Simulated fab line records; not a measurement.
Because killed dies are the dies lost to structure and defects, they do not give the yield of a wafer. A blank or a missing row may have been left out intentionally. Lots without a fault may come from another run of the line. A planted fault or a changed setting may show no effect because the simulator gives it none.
Chamber matching + flow nand-harc + rie-diel-01 running NHARC_A_CONTACT_ETCH_90: 4 sister chambers
The step etches the open film in CH3F/O2, target depth 40 nm, time 85.7 s. 4 wafers are shown with their chamber, then 12 later ones without.

WAFERS PAIRED WITH THEIR CHAMBERS
| wafer  | chamber | showerhead-plenum-p-Torr (Torr) |
|--------|---------|---------------------------------|
| L076.3 | 2       | 2.38                            |
| L079.2 | 1       | 2.56                            |
| L086.2 | 0       | 2.43                            |
| L086.6 | 3       | 2.38                            |

WAFERS WITH NO CHAMBER GIVEN
| wafer  | showerhead-plenum-p-Torr (Torr) |
|--------|---------------------------------|
| L088.1 | 2.55                            |
| L088.2 | 2.43                            |
| L088.5 | 2.43                            |
| L091.2 | 2.43                            |
| L091.3 | 2.38                            |
| L091.6 | 2.37                            |
| L096.2 | 2.37                            |
| L096.3 | 2.37                            |
| L096.6 | 2.37                            |
| L097.2 | 2.37                            |
| L097.4 | 2.55                            |
| L097.6 | 2.55                            |

THE CHAMBER EACH PASSED THROUGH
| wafer  | from the rows above     | in truth |
|--------|-------------------------|----------|
| L088.1 | 1                       | 1        |
| L088.2 | 0                       | 0        |
| L088.5 | 0                       | 0        |
| L091.2 | 0                       | 0        |
| L091.3 | can't be placed: 2 or 3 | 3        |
| L091.6 | can't be placed: 2 or 3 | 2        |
| L096.2 | can't be placed: 2 or 3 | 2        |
| L096.3 | can't be placed: 2 or 3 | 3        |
| L096.6 | can't be placed: 2 or 3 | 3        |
| L097.2 | can't be placed: 2 or 3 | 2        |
| L097.4 | 1                       | 1        |
| L097.6 | 1                       | 1        |
6 of 12 placed correctly. Can't be placed from these rows: 6 (the true chamber is among the candidates in 6). Wrongly placed: 0.
How it was worked out, from the rows above alone: a wafer's distance from a chamber is the root of the sum, over the readings, of the square of ((its reading less the chamber's mean) divided by the reading's scatter). If the next closest chamber is less than 2 further off than the closest, the wafer can't be placed; otherwise it belongs to the closest. The mean given for a chamber averages the wafers shown for that chamber. The scatter: with one shown wafer a chamber, the root of the mean of the squares of how far each hidden wafer lies from its nearest shown one.
